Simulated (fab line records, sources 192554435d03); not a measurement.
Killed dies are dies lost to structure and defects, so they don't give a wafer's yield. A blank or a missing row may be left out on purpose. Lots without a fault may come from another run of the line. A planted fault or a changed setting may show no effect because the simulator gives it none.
A struck lot beside a sound one | flow n5_finfet | 40 steps out of a route of 1938
Sound: wafers L218.1, L218.3, L218.6. Struck: wafers L223.3, L223.5. (L223.2 of the same lot was not struck and is left out.) The cause comes at the end.
At each step with rows: each side's tool, then ch and its chambers, then its first start. Under that, the readings that differ: sound wafers | struck wafers | difference of the means | sigmas: that difference in standard deviations of wafers without a fault.
alike: readings whose means differ by less than 2 such deviations, and words and numbers that are the same on both sides. not compared: withheld readings, readings that some wafer has no value for, bounds like >300 that may hide the same value, and numbers for which the record gives no deviation and whose values overlap.
The two part at a step that has a row with sigmas, a row that says differs or no value, or rows on one side only. Numbers that don't overlap but have no deviation are shown without sigmas and don't part them. A reading that every wafer of one side lacks parts them only if that side has two wafers or more.

first, 2 steps without rows for these wafers: N5_HKMG_FIN_COAT_85 (time 60 s, resist thk 300 nm); N5_HKMG_FIN_ETCH_86 (etches SOC in N2/H2, stops on TiN, target depth 393.2 nm).
N5_HKMG_FIN_STRIP_89: strips SOC in N2/H2, time 20 s.
  sound on rie_diel-01 ch 0,1, day 5 18:43; struck on rie_diel-03 ch 0,1, day 7 01:02
  alike: drypump_motor_current_A, n2_flow_sccm, oes_product_au, rf_vpp_V, showerhead_plenum_p_Torr, throttle_valve_pct
  not compared: rf_hours_counter_h
then, 2 steps without rows for these wafers: N5_HKMG_FIN_WET_ETCH_87 (etches TiN in SC1, time 154.2 s, target depth 4.7 nm, rinse time 30 s); N5_HKMG_FIN_STRIP_88 (strips in N2/H2, time 360 s).
N5_HKMG_FIN_NWFM_ALD_20: deposits TiAlC, target thk 2 nm, pulse time 3 s, purge time 2 s.
  sound on ald_metal-04 ch 0,1,3, day 5 19:21; struck on ald_metal-01 ch 0,3, day 7 01:37
  alike: heater_power_w, precursor_pulse_height_rel
then, 6 steps without rows for these wafers: N5_HKMG_FIN_ALD_71 (deposits TiN, target thk 1 nm, pulse time 1 s, purge time 3 s); N5_HKMG_FIN_COAT_66 (time 60 s, resist thk 300 nm); N5_HKMG_FIN_ETCH_67 (etches SOC in N2/H2, stops on TiN, target depth 388.9 nm); N5_HKMG_FIN_STRIP_90 (strips SOC in N2/H2, time 20 s); N5_HKMG_FIN_WET_ETCH_73 (etches the open film in SC1, time 42.3 s, target depth 1.3 nm, rinse time 30 s); N5_HKMG_FIN_ETCHBACK_68 (etches the open film in Cl2/Ar, stops on HfO2, target depth 0.5 nm).
N5_HKMG_FIN_STRIP_69: strips in N2/H2, time 360 s.
  sound on plasma_asher-02 ch 0,1, day 5 20:09; struck on plasma_asher-01 ch 1, day 7 02:26
  reading                     | sound       | struck  | difference | sigmas
  drypump_motor_current_A (A) | 5.7 5.5 5.5 | 6.4 6.3 | +0.8       | +2
  alike: heater_power_w, n2_flow_sccm
  not compared: rf_hours_counter_h
then, 6 steps without rows for these wafers: N5_HKMG_FIN_ALD_21 (deposits TiN, target thk 1.5 nm, pulse time 1 s, purge time 3 s); N5_HKMG_FIN_ALD_72 (deposits W, target thk 2 nm, pulse time 1 s, purge time 2 s); N5_HKMG_FIN_W_FILL_22 (material W, target thk 60 nm, time 18.2 s); N5_HKMG_FIN_PRECLEAN_83 (cleans in DIW, time 57.5 s); N5_HKMG_FIN_SRD_84 (dry time 32 s); N5_HKMG_FIN_CMP_23 (polishes, stops on SiNx, t overpolish 10 s, target thk 46.326 nm).
N5_HKMG_FIN_CMP_94: polishes, stops on SiNx, t overpolish 4.7 s, target thk 43.299 nm.
  sound on cmp-02 ch 0,3, day 5 21:46; struck on cmp-02 ch 1,2, day 7 03:52
  alike: motor_current_A
then, 1 step without rows for these wafers: N5_GATE_CUT_ETCHBACK_00 (etches W in SF6/Cl2).
N5_GATE_CUT_ETCH_56: etches TiN in Cl2/Ar, target depth 21.6 nm.
  sound on rie_metal-03 ch 0,1, day 5 22:07; struck on rie_metal-03 ch 0, day 7 04:14
  alike: drypump_motor_current_A, oes_product_au, throttle_valve_pct
  not compared: rf_hours_counter_h
then, 2 steps without rows for these wafers: N5_GATE_CUT_ETCHBACK_30 (etches TiN in Cl2/Ar, target depth 3 nm); N5_GATE_CUT_VAPOR_ETCH_60 (etches HfO2 in BCl3/Cl2).
N5_GATE_CUT_ETCH_58: etches SiNx in CH3F/O2, target depth 17 nm, time 128.6 s.
  sound on rie_diel-02 ch 2,3, day 5 22:17; struck on rie_diel-06 ch 0,1, day 7 04:24
  alike: drypump_motor_current_A, oes_product_au, rf_vpp_V, showerhead_plenum_p_Torr, throttle_valve_pct
  not compared: rf_hours_counter_h
then, 14 steps without rows for these wafers: N5_GATE_CUT_STRIP_59 (strips in N2/H2, time 20 s); N5_GATE_CUT_PRECLEAN_31 (cleans in DIW, time 300 s); N5_GATE_CUT_SRD_32 (time 30 s); N5_GATE_CUT_SAC_CAP_01 (material SiNx, target thk 24 nm, pulse time 1 s, ald cycles 480); N5_GATE_CUT_PECVD_57 (deposits SiNx from SiH4/NH3/N2, target thk 21 nm); N5_GATE_CUT_CMP_02 (polishes, stops on SiO2, t overpolish 12.7 s, target thk 0 nm); N5_GATE_CUT_HM_DEP_46 (deposits SiO2 from TEOS/O2, target thk 130 nm, time 26.6 s); N5_GATE_CUT_COAT_34 (time 60 s, resist thk 60 nm); N5_GATE_CUT_COAT_35 (time 60 s, resist thk 10 nm); N5_GATE_CUT_COAT_27 (time 60 s, resist thk 10 nm); N5_GATE_CUT_COAT_07 (resist thk 30 nm); N5_GATE_CUT_EBR_09; N5_GATE_CUT_SOFTBAKE_08 (time 60 s); N5_GATE_CUT_EXPOSE_10 (exposes mask GATE CUT, target cd 20 nm).
-- the record jumps here: 11 days lie between the struck wafers' starts before and after (it left off in module GATE_CUT and takes up again in module PASSIVATION, whose first step shown is number 1936 of the route) --
N5_PASSIVATION_PROBE_49:
  the record has rows for the struck wafers here (prober-01, day 17 23:08) and none for the sound ones

WHERE THEY PART
First at N5_HKMG_FIN_STRIP_69; last, within this record, at N5_PASSIVATION_PROBE_49.

WHY: what the simulator had put in
Chamber particle source: plasma_asher-01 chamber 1, from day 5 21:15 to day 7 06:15, at N5_HKMG_FIN_STRIP_69. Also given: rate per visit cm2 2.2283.
